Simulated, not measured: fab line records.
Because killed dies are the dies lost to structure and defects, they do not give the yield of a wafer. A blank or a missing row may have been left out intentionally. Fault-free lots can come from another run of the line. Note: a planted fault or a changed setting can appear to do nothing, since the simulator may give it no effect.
2 desks, one fault | flow n5Finfet | every desk sees just its own numbers, and what lay behind them comes last

THE TOOL OWNER'S DESK: rieDiel-04
The tool's own readings at N5_PASSIVATION_PASS_ETCH_47 (etches SiNx in CF4/O2, target depth 770 nm, time 385 s): means of the sampled wafers that have a number, for each lot that ran on this tool. Marked OUT: a lot whose mean sits more than 4 standard deviations from the usual mean, which makes it out of limits; the brackets give that distance.
Columns: A = drypumpMotorCurrentA at N5_PASSIVATION_PASS_ETCH_47, usual 5.7 A; B = oes_f_703_au at N5_PASSIVATION_PASS_ETCH_47, usual 0.81 a.u.; C = oesProductAu at N5_PASSIVATION_PASS_ETCH_47, usual 0.81 a.u.; D = rfFwdPowerW at N5_PASSIVATION_PASS_ETCH_47, usual 533.9 W; E = rfVppV at N5_PASSIVATION_PASS_ETCH_47, usual 243 V; F = showerheadPlenumPTorr at N5_PASSIVATION_PASS_ETCH_47, usual 2.22 Torr; G = throttleValvePct at N5_PASSIVATION_PASS_ETCH_47, usual 15.77 %
lot  | first seen here | A   | B    | C    | D               | E   | F    | G
L332 | day 13 05:14    | 5.4 | 0.87 | 0.87 | 533.3           | 239 | 2.18 | 15.69
L333 | day 13 09:32    | 5.4 | 0.95 | 0.91 | 531.5           | 234 | 2.21 | 15.78
L335 | day 14 11:09    | 5.4 | 1.08 | 0.90 | 662.7 (+76) OUT | 215 | 2.18 | 15.70
L342 | day 15 13:38    | 5.2 | 1.05 | 0.88 | 661.2 (+75) OUT | 217 | 2.18 | 15.75
This desk finds L335, L342 out of limits, L335 being first, at day 14 11:09 (rfFwdPowerW at N5_PASSIVATION_PASS_ETCH_47). In limits: L332, L333.

THE DEFECT DESK
Per lot, the means of the sampled wafers with a number show what the inspections along the route counted. Marked OUT: a lot whose mean sits more than 4 standard deviations from the usual mean, which makes it out of limits; the brackets give that distance.
Columns: A = rawDefectCount at N5_MIM_BOT_LITHO_INSPECT_12, usual 2.0
lot  | first seen here | A
L327 | day 11 11:10    | 1.7
L328 | day 12 04:28    | 1.0
L331 | day 12 17:41    | 2.0
L332 | day 12 23:37    | 2.7
L333 | day 13 04:19    | 2.3
L335 | day 14 02:57    | 1.0
L342 | day 15 07:43    | 2.7
L348 | day 16 20:31    | 4.0
L346 | day 17 04:16    | 2.0
L349 | day 17 16:32    | 2.7
L350 | day 17 16:52    | 1.0
This desk's finding: nothing out of limits on any of the 11 lots.

TAKEN TOGETHER
On L335, L342, at day 14 11:09, an alarm was possible from the tool owner's desk.
No out-of-limits result turned up at the defect desk.
The defect desk has L335, L342 on record, within its limits.
All the named lots went through N5_PASSIVATION_PASS_ETCH_47 on rieDiel-04.

WHAT THE SIMULATOR HAD INSERTED
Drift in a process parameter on rieDiel-04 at N5_PASSIVATION_PASS_ETCH_47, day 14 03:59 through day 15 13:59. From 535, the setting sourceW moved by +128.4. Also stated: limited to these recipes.
Struck lots among those shown: L335, L342.
Hours from the fault's start to each desk's first reading out of limits: the tool owner's desk, 7.
